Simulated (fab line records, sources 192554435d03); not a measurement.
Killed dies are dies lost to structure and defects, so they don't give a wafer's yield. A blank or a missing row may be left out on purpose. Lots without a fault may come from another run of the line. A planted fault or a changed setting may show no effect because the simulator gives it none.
One fault seen from 2 desks | flow n5_finfet | each desk has only its own numbers; what lay behind them comes last

THE TOOL OWNER'S DESK: litho_track-05
The tool's own readings at N5_BEOL_M13_PEB_26 (peb time 90 s): means of the sampled wafers that have a number, for each lot that ran on this tool. A lot is out of limits, marked OUT, if its mean lies more than 4 standard deviations from the usual mean; the brackets give that distance.
Columns: A = chill_plate_temp_C at N5_BEOL_M13_PEB_26, usual 22.98 C; B = exhaust_pa at N5_BEOL_M13_PEB_26, usual 44.9 Pa; C = heater_power_total_W at N5_BEOL_M13_PEB_26, usual 172.4 W
lot  | first seen here | A     | B    | C
L851 | day 12 19:48    | 23.00 | 45.7 | 172.1
L861 | day 16 08:50    | 23.04 | 45.2 | 175.5
L865 | day 17 02:02    | 22.76 | 44.0 | 175.9 (+4.4) OUT
This desk's finding: out of limits on L865; first on L865, day 17 02:02 (heater_power_total_W at N5_BEOL_M13_PEB_26). In limits: L851, L861.

THE METROLOGY DESK
What the gauges read, lot by lot, whatever tool the lot ran on: means of the sampled wafers that have a number. A lot is out of limits, marked OUT, if its mean lies more than 4 standard deviations from the usual mean; the brackets give that distance.
Columns: A = cd_nm at N5_BEOL_M13_CD_MEAS_10, usual 191.3 nm; B = cd_nm at N5_BEOL_M13_CD_MEAS_28, usual 209.6 nm; C = M13_OVL at N5_BEOL_M13_OVL_MEAS_29, usual 2 nm
lot  | first seen here | A     | B     | C
L848 | day 12 09:16    | 191.2 | 210.0 | -5
L847 | day 12 10:14    | 189.4 | 208.6 | 0
L850 | day 12 18:32    | 191.1 | 209.1 | 2
L851 | day 12 18:48    | 190.7 | 210.1 | 0
L849 | day 13 02:01    | 188.5 | 209.0 | 1
L853 | day 13 07:38    | 192.4 | 209.1 | 8
L852 | day 13 09:49    | 192.1 | 209.8 | 1
L855 | day 14 12:41    | 188.8 | 211.4 | 6
L856 | day 14 20:45    | 191.6 | 208.9 | 12
L861 | day 16 08:00    | 192.6 | 209.8 | 5
L865 | day 17 01:05    | 193.6 | 207.4 | -2
L869 | day 18 01:44    | 191.6 | 209.5 | 0
L868 | day 18 01:46    | 192.8 | 209.3 | 5
This desk's finding: nothing out of limits on any of the 13 lots.

PUT TOGETHER
The tool owner's desk could have raised an alarm at day 17 02:02, on L865.
The metrology desk saw nothing out of limits.
The metrology desk has L865 on record, within its limits.
Of the lots named, all ran N5_BEOL_M13_PEB_26 on litho_track-05.

WHAT THE SIMULATOR HAD PUT IN
Process parameter drift: litho_track-05, from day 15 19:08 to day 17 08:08, at N5_BEOL_M13_PEB_26. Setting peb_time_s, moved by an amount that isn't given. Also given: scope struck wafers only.
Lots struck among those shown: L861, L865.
Hours from the fault's start to each desk's first reading out of limits: the tool owner's desk, 31.
